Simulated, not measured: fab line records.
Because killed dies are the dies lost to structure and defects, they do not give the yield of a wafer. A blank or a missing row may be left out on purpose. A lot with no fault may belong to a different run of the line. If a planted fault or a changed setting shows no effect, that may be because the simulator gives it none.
Chamber matching + flow n5 finfet + 4 sister chambers for N5_BEOL_M0_SAQP_ETCH_88 on rie diel-03
The step etches underlayer in N2/H2, target depth 6.5 nm, time 5.2 s. 16 wafers are shown with their chamber, then 8 later ones without.

WAFERS WITH THEIR CHAMBER
| wafer  | chamber | showerhead plenum p Torr (Torr) | throttle valve pct (%) | oes product au (a.u.) |
|--------|---------|---------------------------------|------------------------|-----------------------|
| L074.1 | 3       | 2.53                            | 18.03                  | 0.63                  |
| L074.4 | 0       | 2.70                            | 18.01                  | 0.77                  |
| L074.5 | 3       | 2.53                            | 18.03                  | 0.61                  |
| L076.2 | 1       | 2.55                            | 17.53                  | 0.70                  |
| L076.3 | 3       | 2.53                            | 18.07                  | 0.61                  |
| L076.5 | 0       | 2.70                            | 18.01                  | 0.77                  |
| L083.4 | 1       | 2.55                            | 17.57                  | 0.70                  |
| L083.5 | 3       | 2.53                            | 18.07                  | 0.62                  |
| L083.6 | 0       | 2.69                            | 18.04                  | 0.75                  |
| L084.2 | 1       | 2.55                            | 17.59                  | 0.70                  |
| L084.3 | 3       | 2.53                            | 18.08                  | 0.61                  |
| L084.4 | 2       | 2.64                            | 18.04                  | 0.67                  |
| L085.4 | 2       | 2.64                            | 18.03                  | 0.67                  |
| L085.5 | 1       | 2.55                            | 17.55                  | 0.69                  |
| L085.6 | 0       | 2.69                            | 18.03                  | 0.74                  |
| L086.2 | 3       | 2.52                            | 18.09                  | 0.61                  |

SIGNATURES, as means of the wafers listed above
| reading                  | chamber 0 | chamber 1 | chamber 2 | chamber 3 | scatter within a chamber |
|--------------------------|-----------|-----------|-----------|-----------|--------------------------|
| showerhead plenum p Torr | 2.6950    | 2.5500    | 2.6400    | 2.5283    | 0.00391                  |
| throttle valve pct       | 18.0225   | 17.5600   | 18.0350   | 18.0617   | 0.0224                   |
| oes product au           | 0.7575    | 0.6975    | 0.6700    | 0.6150    | 0.00957                  |
Rule: a wafer lies at a distance from a chamber equal to the root of the sum of squares, over the readings, of (its reading less the chamber's mean, divided by the reading's scatter). If the next closest chamber is less than 2 further off than the closest, the wafer can't be placed; otherwise it belongs to the closest. The scatter: the root of (the sum of the squares of (reading less its chamber's mean) over the shown wafers, divided by (wafers less chambers)).

WAFERS WHOSE CHAMBER IS MISSING
| wafer  | showerhead plenum p Torr (Torr) | throttle valve pct (%) | oes product au (a.u.) |
|--------|---------------------------------|------------------------|-----------------------|
| L086.4 | 2.63                            | 18.06                  | 0.66                  |
| L086.5 | 2.53                            | 18.07                  | 0.60                  |
| L092.1 | 2.52                            | 18.10                  | 0.60                  |
| L092.2 | 2.69                            | 18.07                  | 0.73                  |
| L092.3 | 2.63                            | 18.07                  | 0.66                  |
| L092.4 | 2.54                            | 17.60                  | 0.66                  |
| L092.5 | 2.54                            | 17.60                  | 0.67                  |
| L092.6 | 2.69                            | 18.04                  | 0.74                  |

WHICH CHAMBER EACH ONE RAN IN
| wafer  | from the rows above | in truth |
|--------|---------------------|----------|
| L086.4 | 2                   | 2        |
| L086.5 | 3                   | 3        |
| L092.1 | 3                   | 3        |
| L092.2 | 0                   | 0        |
| L092.3 | 2                   | 2        |
| L092.4 | 1                   | 1        |
| L092.5 | 1                   | 1        |
| L092.6 | 0                   | 0        |
Correctly placed: 8 of 8. Left unplaced by these rows: 0. Placed wrongly: 0.
